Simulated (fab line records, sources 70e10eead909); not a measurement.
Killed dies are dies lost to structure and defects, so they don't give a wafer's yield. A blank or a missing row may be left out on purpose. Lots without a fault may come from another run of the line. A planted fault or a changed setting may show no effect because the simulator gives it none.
fab line records | flow nand_harc
record lots=15 wafers=45 last_day=33
route steps=1302 shown A_SGD_CUT@908 A_SLIT@930
lots that met no fault: from a run of the same line without faults
start_h: hours from the record's first day to the start of the lot's first wafer shown | wait_h: hours since the lot's step before | " the same as in the row above | L1.1+2: a row that stands for several wafers | - no value, or no start given | * or withheld: withheld | < > ~ a bound
route shown NAME@n: a module of which the file shows steps, and the number in the route of the first | usual: mean/standard deviation of fault-free wafers | same: alike in all rows | chamber/n: place in a boat | sites: the reading at each site | _std_site: their standard deviation | _edge_site: outer sites' mean less inner sites' | radius_mm: how far each site lies from the wafer's centre | mask NAME#n: copy n | behind: the tool/chamber that last shaped the wafer | hold: why the lot was held/for how many hours/how that ended | device: the transistor (n, p or np) that didn't switch | end of line: the same wafers' tests at the end of the route | a step without rows: its recipe alone | killed: dies lost to structure and defects at the first sort, not the wafer's yield | map: a wafer's dies, x killed, . not, _ none there
set.NAME: the setting as run; set.NAME@STEP: as run at that earlier step | model.NAME: the simulator's own value behind a step, which no gauge read
steps of the route over a sample of lots; a table a step, a row a wafer
services: from which hour (start_h, from the record's first day; less than 0 if before it) a tool's chamber was out of use, for how many hours, and why
## steps
# step NHARC_A_SGD_CUT_ETCH_16
# recipe target_depth_a=3105 time_s=155.2 c4f8_flow_sccm=withheld o2_flow_sccm=8 ar_flow_sccm=withheld rf_w=600 bias_w=800 chemistry=C4F8/O2/Ar
# usual oes_product_au=0.971/0.018 rf_vpp_V=722/4.6
# columns lot.wafer tool chamber start_h wait_h oes_product_au rf_hours_counter_h rf_vpp_V
L937.2 rie_diel-07 1 - - 0.966 13 717
L937.3 " 3 " " 0.974 14 724
L937.6 " 2 " " 0.968 - 718
L936.2 rie_diel-01 3 - - 0.983 3 717
L936.6 " 2 " " 1.010 - 724
L936.5 " 3 " " 0.998 - 717
L939.1 rie_diel-03 3 - - 0.948 0 731
L939.2 " 0 " " 0.982 1 726
L939.6 " 1 " " 0.987 - 721
L938.3 rie_diel-01 3 - - 0.949 5 716
L938.1 " 0 " " 0.949 5 722
L938.6 " 2 " " 0.963 - 724
L942.3 rie_diel-07 3 - - 0.962 3 723
L942.5 " 2 " " 0.975 - 719
L942.6 " 3 " " 0.948 - 724
L944.1 rie_diel-03 0 - - 0.961 5 727
L944.3 " 3 " " 0.918 5 730
L944.5 " 0 " " 0.957 - 728
L946.1 rie_diel-03 1 - - 0.960 5 720
L946.2 " 2 " " 0.964 5 723
L946.6 " 1 " " 0.972 - 722
L945.3 rie_diel-01 3 - - 0.973 8 716
L945.2 " 0 " " 0.980 8 721
L945.1 " 2 " " 0.990 8 724
L947.1 rie_diel-07 3 - - 0.937 8 723
L947.2 " 2 " " 0.974 8 718
L947.6 " 3 " " 0.951 - 724
L952.4 rie_diel-03 2 - - 0.982 10 724
L952.6 " 3 " " 0.957 - 733
L952.5 " 0 " " 0.996 - 727
L953.4 rie_diel-07 0 - - 0.974 11 716
L953.2 " 2 " " 0.965 12 718
L953.6 " 1 " " 0.972 - 716
L954.2 rie_diel-01 3 - - 0.987 2 717
L954.4 " 0 " " 0.990 3 723
L954.5 " 1 " " 0.991 - 729
L955.2 rie_diel-01 1 - - 0.965 3 729
L955.1 " 2 " " 0.959 3 723
L955.5 " 1 " " 0.961 - 728
L957.3 rie_diel-03 2 - - 0.971 3 723
L957.2 " 0 " " 0.993 2 728
L957.1 " 1 " " 0.973 2 721
L956.3 rie_diel-01 2 - - 0.961 4 723
L956.6 " 1 " " 0.968 - 728
L956.5 " 2 " " 0.964 - 724
# step NHARC_A_SGD_CUT_CMP_21
# recipe target_thk_nm=148.19
# usual motor_current_A=12.5/0.98 pad_life_wafers=187/100 time_to_endpoint_s=51/3.5
# columns lot.wafer tool chamber start_h wait_h motor_current_A pad_life_wafers time_to_endpoint_s
L937.2 cmp-03 0 462.68 0.4 13.1 301 49
L937.3 " 2 " " 11.7 303 53
L937.6 " 3 " " 13.0 - 52
L936.2 cmp-01 0 462.73 0.4 12.6 273 53
L936.6 " 1 " " 13.5 - 56
L936.5 " 2 " " 12.8 - 53
L939.1 cmp-03 3 481.65 0.4 13.6 32 52
L939.2 " 0 " " 13.5 33 48
L939.6 " 1 " " 10.7 - 53
L938.3 cmp-04 1 493.14 0.4 11.3 332 48
L938.1 " 2 " " 12.6 333 52
L938.6 " 3 " " 14.0 - 49
L942.3 cmp-04 3 524.53 0.4 14.3 67 51
L942.5 " 2 " " 13.2 - 52
L942.6 " 3 " " 13.6 - 47
L946.1 cmp-03 1 548.21 0.4 10.5 264 54
L946.2 " 0 " " 13.0 267 51
L946.6 " 2 " " 11.1 - 51
L944.1 cmp-04 3 548.23 0.4 13.6 181 46
L944.3 " 0 " " 11.8 182 52
L944.5 " 2 " " 12.3 - 48
L945.3 cmp-04 2 551.56 0.4 13.4 186 46
L945.1 " 3 " " 14.2 187 46
L945.2 " 0 " " 11.5 188 57
L947.1 cmp-03 1 597.42 0.4 10.4 80 53
L947.2 " 2 " " 11.9 81 54
L947.6 " 0 " " 13.8 - 46
L952.4 cmp-01 1 635.69 0.4 13.1 224 57
L952.5 " 3 " " 12.1 - 46
L952.6 " 0 " " 12.8 - 50
L953.4 cmp-01 3 641.79 0.4 11.9 252 48
L953.2 " 1 " " 13.2 254 57
L953.6 " 0 " " 13.6 - 50
L954.2 cmp-03 3 641.82 0.4 13.1 241 50
L954.4 " 0 " " 12.4 242 47
L954.5 " 3 " " 13.0 - 53
L955.1 cmp-01 3 650.27 0.4 11.6 289 51
L955.2 " 1 " " 13.6 291 59
L955.5 " 2 " " 12.4 - 57
L957.1 cmp-01 1 660.94 0.4 14.3 354 58
L957.2 " 2 " " 12.4 355 51
L957.3 " 3 " " 11.5 356 48
L956.3 cmp-04 2 660.97 0.4 12.3 235 50
L956.5 " 1 " " 11.6 - 49
L956.6 " 2 " " 12.8 - 50
# step NHARC_A_SLIT_EXPOSE_06
# recipe na=1.35 dose_mj=60.82 mask_id=SLIT
# usual exposure_dose_mJ_cm2=60.78/0.068 focus_offset_nm=0.1/0.5
# columns lot.wafer tool chamber start_h wait_h mask exposure_dose_mJ_cm2 focus_offset_nm
L937.2 arfi_scanner-02 0 470.14 - SLIT#0 60.73 -0.4
L937.3 " 0 " " SLIT#0 60.73 -0.4
L937.6 " 0 " " SLIT#0 60.78 -0.9
L936.2 arfi_scanner-03 0 470.29 - SLIT#0 60.92 -0.5
L936.5 " 0 " " SLIT#0 60.90 0.6
L936.6 " 0 " " SLIT#0 60.86 -0.4
L939.1 arfi_scanner-01 0 487.04 - SLIT#0 60.83 -0.2
L939.2 " 0 " " SLIT#0 60.83 0.5
L939.6 " 0 " " SLIT#0 60.72 1.2
L938.1 arfi_scanner-02 0 499.96 - SLIT#0 60.79 0.6
L938.3 " 0 " " SLIT#0 60.83 1.0
L938.6 " 0 " " SLIT#0 60.94 0.0
L942.3 arfi_scanner-02 0 530.08 - SLIT#0 60.68 0.9
L942.5 " 0 " " SLIT#0 60.78 -0.1
L942.6 " 0 " " SLIT#0 60.69 0.9
L944.1 arfi_scanner-01 - 553.87 - SLIT#0 - -
L944.3 " - " " SLIT#0 - -
L944.5 " - " " SLIT#0 - -
L946.1 arfi_scanner-02 - 555.84 - SLIT#0 - -
L946.2 " - " " SLIT#0 - -
L946.6 " - " " SLIT#0 - -
L945.1 arfi_scanner-03 - 559.64 - SLIT#0 - -
L945.2 " - " " SLIT#0 - -
L945.3 " - " " SLIT#0 - -
L947.1 arfi_scanner-01 0 602.84 - SLIT#0 60.73 0.1
L947.2 " 0 " " SLIT#0 60.76 0.9
L947.6 " 0 " " SLIT#0 60.84 0.4
L952.4 arfi_scanner-03 0 641.34 - SLIT#0 60.81 -0.2
L952.5 " 0 " " SLIT#0 60.75 0.2
L952.6 " 0 " " SLIT#0 60.79 0.6
L953.2 arfi_scanner-02 0 648.20 - SLIT#0 60.75 0.5
L953.4 " 0 " " SLIT#0 60.72 0.0
L953.6 " 0 " " SLIT#0 60.63 -0.6
L954.2 arfi_scanner-01 0 648.61 - SLIT#0 60.76 0.1
L954.4 " 0 " " SLIT#0 60.82 0.0
L954.5 " 0 " " SLIT#0 60.75 0.5
L955.1 arfi_scanner-03 0 656.37 - SLIT#0 60.96 -0.9
L955.2 " 0 " " SLIT#0 60.92 -0.3
L955.5 " 0 " " SLIT#0 60.92 -0.7
L957.1 arfi_scanner-01 0 667.00 - SLIT#0 60.73 -0.3
L957.2 " 0 " " SLIT#0 60.76 0.8
L957.3 " 0 " " SLIT#0 60.69 0.2
L956.3 arfi_scanner-03 0 668.25 - SLIT#0 60.78 -0.4
L956.5 " 0 " " SLIT#0 60.84 0.0
L956.6 " 0 " " SLIT#0 60.77 0.2
# step NHARC_A_SLIT_CD_MEAS_09
# recipe target_cd_nm=300 landing_energy_ev=500
# usual cd_nm=300.0/0.71
# columns lot.wafer tool chamber start_h wait_h cd_nm
L937.2 cd_sem-01 0 470.28 - 298.3
L937.3 " 0 " " 300.1
L937.6 " 0 " " 300.1
L936.2 cd_sem-03 0 470.44 - 300.2
L936.5 " 0 " " 300.1
L936.6 " 0 " " 300.5
L939.1 cd_sem-03 0 487.18 - 298.8
L939.2 " 0 " " 299.2
L939.6 " 0 " " 301.0
L938.1 cd_sem-01 0 500.10 - 299.8
L938.3 " 0 " " 299.3
L938.6 " 0 " " 300.1
L942.3 cd_sem-03 0 530.22 - 298.8
L942.5 " 0 " " 300.3
L942.6 " 0 " " 300.1
L944.1 cd_sem-01 0 554.01 - -
L944.3 " 0 " " -
L944.5 " 0 " " -
L946.1 cd_sem-02 0 555.98 - -
L946.2 " 0 " " -
L946.6 " 0 " " -
L945.1 cd_sem-02 0 559.78 - -
L945.2 " 0 " " -
L945.3 " 0 " " -
L947.1 cd_sem-01 0 602.98 - 299.9
L947.2 " 0 " " 300.4
L947.6 " 0 " " 299.6
L952.4 cd_sem-01 0 641.48 - 300.6
L952.5 " 0 " " 300.3
L952.6 " 0 " " 300.7
L953.2 cd_sem-03 0 648.34 - 300.9
L953.4 " 0 " " 300.4
L953.6 " 0 " " 300.6
L954.2 cd_sem-01 0 648.75 - 298.4
L954.4 " 0 " " 299.9
L954.5 " 0 " " 299.5
L955.1 cd_sem-02 0 656.51 - 299.9
L955.2 " 0 " " 301.1
L955.5 " 0 " " 300.5
L957.1 cd_sem-02 0 667.14 - 299.8
L957.2 " 0 " " 300.8
L957.3 " 0 " " 299.9
L956.3 cd_sem-02 0 668.39 - 299.0
L956.5 " 0 " " 300.7
L956.6 " 0 " " 300.2
## services
# columns tool chamber start_h hours kind
arfi_scanner-02 - 436.88 0.5 repair
arfi_scanner-03 - 440.17 2.2 repair
arfi_scanner-02 - 443.06 6.0 repair
cmp-01 - 444.80 4.6 repair
rie_diel-03 - 458.30 9.0 pm
arfi_scanner-03 - 464.34 3.2 repair
cmp-01 - 465.57 5.7 repair
cmp-03 - 470.49 4.0 pm
cmp-01 - 479.60 4.0 pm
arfi_scanner-02 - 484.00 4.0 pm
cmp-03 - 487.65 3.4 repair
cmp-04 - 501.52 1.3 repair
cmp-04 - 503.00 4.0 pm
cmp-03 - 518.14 0.3 repair
rie_diel-01 1 521.36 36.9 repair
cmp-01 - 537.94 1.0 repair
arfi_scanner-03 - 540.02 4.0 pm
cmp-03 - 544.91 1.6 repair
arfi_scanner-03 - 553.79 0.4 repair
arfi_scanner-01 - 555.00 0.3 repair
rie_diel-01 - 557.80 9.0 pm
cmp-03 - 568.49 4.0 pm
rie_diel-01 - 570.54 0.2 repair
rie_diel-01 3 609.18 16.8 repair
## key
first_sign step=NHARC_A_SLIT_EXPOSE_06 reading=tool_record direction=missing
effect none on later readings
met_at NHARC_A_SLIT_EXPOSE_06
struck_lots L944,L945,L946
later_rows_left_out L944.1,L944.3,L944.5,L945.1,L945.2,L945.3,L946.1,L946.2,L946.6
sort_left_out L944.1,L944.3,L944.5,L945.1,L945.2,L945.3,L946.1,L946.2,L946.6
tester_left_out L944,L945,L946
not_acting_at NHARC_A_SGD_CUT_ETCH_16,NHARC_A_SGD_CUT_CMP_21,NHARC_A_SLIT_CD_MEAS_09
onset_between 530.08 553.87
fault kind=skipped_step_whole tool=arfi_scanner-01,arfi_scanner-02,arfi_scanner-03 chamber=- onset_h=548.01 steps=NHARC_A_SLIT_EXPOSE_06 scope=struck_lots_only
# tester_left_out: of these lots the tester's yield and bins aren't shown, on N5 and GAA mostly nor the transistor test; their killed dies are dies lost to structure and defects alone, not to doping, threshold or leakage, so they don't give the yield
# sort_left_out: the simulated sort isn't trusted on such a fault, so these wafers' sort isn't shown, and their yield isn't known
# later_rows_left_out: the simulator's readings of these wafers behind a module that went badly wrong aren't trusted and aren't shown, but for the sort
